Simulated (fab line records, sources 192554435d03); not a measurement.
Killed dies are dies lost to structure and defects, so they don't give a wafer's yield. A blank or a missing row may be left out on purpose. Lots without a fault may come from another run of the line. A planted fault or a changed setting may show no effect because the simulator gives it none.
Chamber matching | flow n5_finfet | N5_GATE_CUT_SAC_CAP_01 on ald_sin-04: 4 sister chambers
The step material SiNx, target thk 24 nm, pulse time 1 s, ald cycles 480. 8 wafers are shown with their chamber, then 9 later ones without.

WAFERS WITH THEIR CHAMBER
wafer  | chamber | heater_power_w (W) | precursor_pulse_height_rel
L076.3 | 1       | 939                | 1.020
L075.6 | 2       | 983                | 1.011
L078.1 | 2       | 983                | 1.011
L078.3 | 1       | 938                | 0.987
L078.4 | 3       | 876                | 1.032
L081.3 | 0       | 848                | 0.985
L081.5 | 3       | 872                | 1.011
L081.6 | 0       | 848                | 0.997

WAFERS WITHOUT THEIR CHAMBER
wafer  | heater_power_w (W) | precursor_pulse_height_rel
L084.2 | 872                | 1.019
L084.3 | 832                | 1.004
L084.4 | 929                | 0.993
L089.3 | 824                | 0.990
L089.4 | 937                | 1.006
L089.5 | 930                | 0.984
L096.4 | 845                | 0.958
L096.5 | 910                | 0.985
L096.6 | 876                | 1.021

WHICH CHAMBER EACH WENT THROUGH
wafer  | from the rows above | in truth
L084.2 | 3                   | 3
L084.3 | 0                   | 0
L084.4 | 1                   | 1
L089.3 | 0                   | 0
L089.4 | 1                   | 1
L089.5 | 1                   | 1
L096.4 | 0                   | 0
L096.5 | 1                   | 1
L096.6 | 3                   | 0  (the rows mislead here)
Placed correctly: 8 of 9. Can't be placed from these rows: 0. Placed wrongly: 1.
How it was worked out, from the rows above alone: a wafer's distance from a chamber is the root of the sum, over the readings, of the square of ((its reading less the chamber's mean) divided by the reading's scatter). The wafer belongs to the nearest chamber; if the next one is less than 2 further off, it can't be placed. A chamber's mean is the mean of its shown wafers. The scatter: the root of (the sum of the squares of (reading less its chamber's mean) over the shown wafers, divided by (wafers less chambers)).
